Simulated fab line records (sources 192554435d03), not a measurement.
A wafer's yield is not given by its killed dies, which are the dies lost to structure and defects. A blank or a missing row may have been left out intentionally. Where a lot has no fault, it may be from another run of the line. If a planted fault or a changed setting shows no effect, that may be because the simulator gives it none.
Chamber matching :: flow n5Finfet :: 4 sister chambers for N5_MOL_CONTACT_COAG_CMP_28 on cmp-01
The step polishes, stops on SiNx, t overpolish 0.85 s, target thk 14.522 nm. 8 wafers are shown with their chamber, then 7 later ones without.

== WAFERS WITH THEIR CHAMBER ==
wafer: L479.1
chamber: 2
motorCurrentA (A): 14.0
timeToEndpointS (s): 0.8

wafer: L480.1
chamber: 0
motorCurrentA (A): 10.9
timeToEndpointS (s): 4.8

wafer: L480.2
chamber: 1
motorCurrentA (A): 12.0
timeToEndpointS (s): 6.5

wafer: L487.1
chamber: 1
motorCurrentA (A): 12.3
timeToEndpointS (s): 1.9

wafer: L487.3
chamber: 3
motorCurrentA (A): 12.4
timeToEndpointS (s): 7.7

wafer: L487.4
chamber: 2
motorCurrentA (A): 13.8
timeToEndpointS (s): 5.5

wafer: L490.3
chamber: 3
motorCurrentA (A): 12.8
timeToEndpointS (s): 3.4

wafer: L490.4
chamber: 0
motorCurrentA (A): 10.7
timeToEndpointS (s): 0.9

== WAFERS MISSING THEIR CHAMBER ==
wafer: L490.6
motorCurrentA (A): 10.9
timeToEndpointS (s): 3.2

wafer: L495.2
motorCurrentA (A): 11.1
timeToEndpointS (s): 1.3

wafer: L495.3
motorCurrentA (A): 13.0
timeToEndpointS (s): 3.9

wafer: L495.4
motorCurrentA (A): 13.7
timeToEndpointS (s): 3.6

wafer: L496.3
motorCurrentA (A): 11.7
timeToEndpointS (s): 5.1

wafer: L496.5
motorCurrentA (A): 10.6
timeToEndpointS (s): 4.2

wafer: L496.6
motorCurrentA (A): 12.9
timeToEndpointS (s): 6.2

== WHICH CHAMBER EACH WENT THROUGH ==
wafer: L490.6
from the rows above: 0
in truth: 0

wafer: L495.2
from the rows above: 0
in truth: 0

wafer: L495.3
from the rows above: 3
in truth: 3

wafer: L495.4
from the rows above: 2
in truth: 2

wafer: L496.3
from the rows above: 1
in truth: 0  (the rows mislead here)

wafer: L496.5
from the rows above: 0
in truth: 0

wafer: L496.6
from the rows above: 3
in truth: 3
Correct placement for 6 of the 7. Can't be placed from these rows: 0. Number placed wrongly: 1.
How it was worked out, from the rows above alone: a wafer's distance from a chamber is the root of the sum, over the readings, of the square of ((its reading less the chamber's mean) divided by the reading's scatter). The wafer belongs to the nearest chamber; if the next one is less than 2 further off, it can't be placed. The mean given for a chamber averages the wafers shown for that chamber. The scatter: the root of (the sum of the squares of (reading less its chamber's mean) over the shown wafers, divided by (wafers less chambers)).
